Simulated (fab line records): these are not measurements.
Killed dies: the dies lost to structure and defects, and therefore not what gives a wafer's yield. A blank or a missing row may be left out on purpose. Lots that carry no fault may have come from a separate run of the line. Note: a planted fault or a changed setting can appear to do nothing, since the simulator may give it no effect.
Matching of chambers / flow nandHarc / 4 sister chambers for NHARC_A_BLC_ALD_23 on aldMetal-04
The step deposits TiN, target thk 3 nm, pulse time 1 s, ald cycles 150. 8 wafers are shown with their chamber, then 10 later ones without.

EACH WAFER AND ITS CHAMBER
wafer=L078.1; chamber=1; heaterPowerW (W)=1005; precursorPulseHeightRel=1.001
wafer=L079.3; chamber=0; heaterPowerW (W)=1006; precursorPulseHeightRel=1.012
wafer=L079.6; chamber=1; heaterPowerW (W)=1058; precursorPulseHeightRel=0.980
wafer=L084.1; chamber=3; heaterPowerW (W)=1025; precursorPulseHeightRel=1.003
wafer=L084.2; chamber=0; heaterPowerW (W)=1012; precursorPulseHeightRel=1.001
wafer=L084.4; chamber=2; heaterPowerW (W)=1225; precursorPulseHeightRel=0.965
wafer=L089.1; chamber=2; heaterPowerW (W)=1243; precursorPulseHeightRel=0.974
wafer=L089.4; chamber=3; heaterPowerW (W)=999; precursorPulseHeightRel=0.997

WAFERS MISSING THEIR CHAMBER
wafer=L089.5; heaterPowerW (W)=1004; precursorPulseHeightRel=0.973
wafer=L091.1; heaterPowerW (W)=998; precursorPulseHeightRel=0.984
wafer=L091.5; heaterPowerW (W)=1026; precursorPulseHeightRel=0.977
wafer=L091.6; heaterPowerW (W)=1010; precursorPulseHeightRel=1.025
wafer=L095.2; heaterPowerW (W)=1008; precursorPulseHeightRel=1.015
wafer=L095.3; heaterPowerW (W)=1025; precursorPulseHeightRel=0.984
wafer=L095.6; heaterPowerW (W)=1027; precursorPulseHeightRel=1.000
wafer=L096.1; heaterPowerW (W)=1013; precursorPulseHeightRel=0.999
wafer=L096.3; heaterPowerW (W)=985; precursorPulseHeightRel=0.990
wafer=L096.4; heaterPowerW (W)=1036; precursorPulseHeightRel=1.003

EACH ONE'S CHAMBER
wafer=L089.5; from the rows above=can't be placed: 1 or 3 or 0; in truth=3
wafer=L091.1; from the rows above=can't be placed: 1 or 3 or 0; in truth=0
wafer=L091.5; from the rows above=can't be placed: 1 or 3 or 0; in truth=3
wafer=L091.6; from the rows above=can't be placed: 0 or 3 or 1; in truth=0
wafer=L095.2; from the rows above=can't be placed: 0 or 3 or 1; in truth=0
wafer=L095.3; from the rows above=can't be placed: 1 or 3 or 0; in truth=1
wafer=L095.6; from the rows above=can't be placed: 3 or 1 or 0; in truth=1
wafer=L096.1; from the rows above=can't be placed: 3 or 0 or 1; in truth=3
wafer=L096.3; from the rows above=can't be placed: 3 or 0 or 1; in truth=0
wafer=L096.4; from the rows above=can't be placed: 3 or 0 or 1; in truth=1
Placed correctly: 0 of 10. Not placeable from these rows: 10 (in 10, the candidates include the true chamber). 0 placed wrongly.
How it was worked out, from the rows above alone: a wafer's distance from a chamber is the root of the sum, over the readings, of the square of ((its reading less the chamber's mean) divided by the reading's scatter). If the next closest chamber is less than 2 further off than the closest, the wafer can't be placed; otherwise it belongs to the closest. The mean given for a chamber averages the wafers shown for that chamber. How the scatter is found: for the shown wafers, subtract from each reading the mean of its chamber, square and add these, divide the total by (wafers less chambers), then take the root.
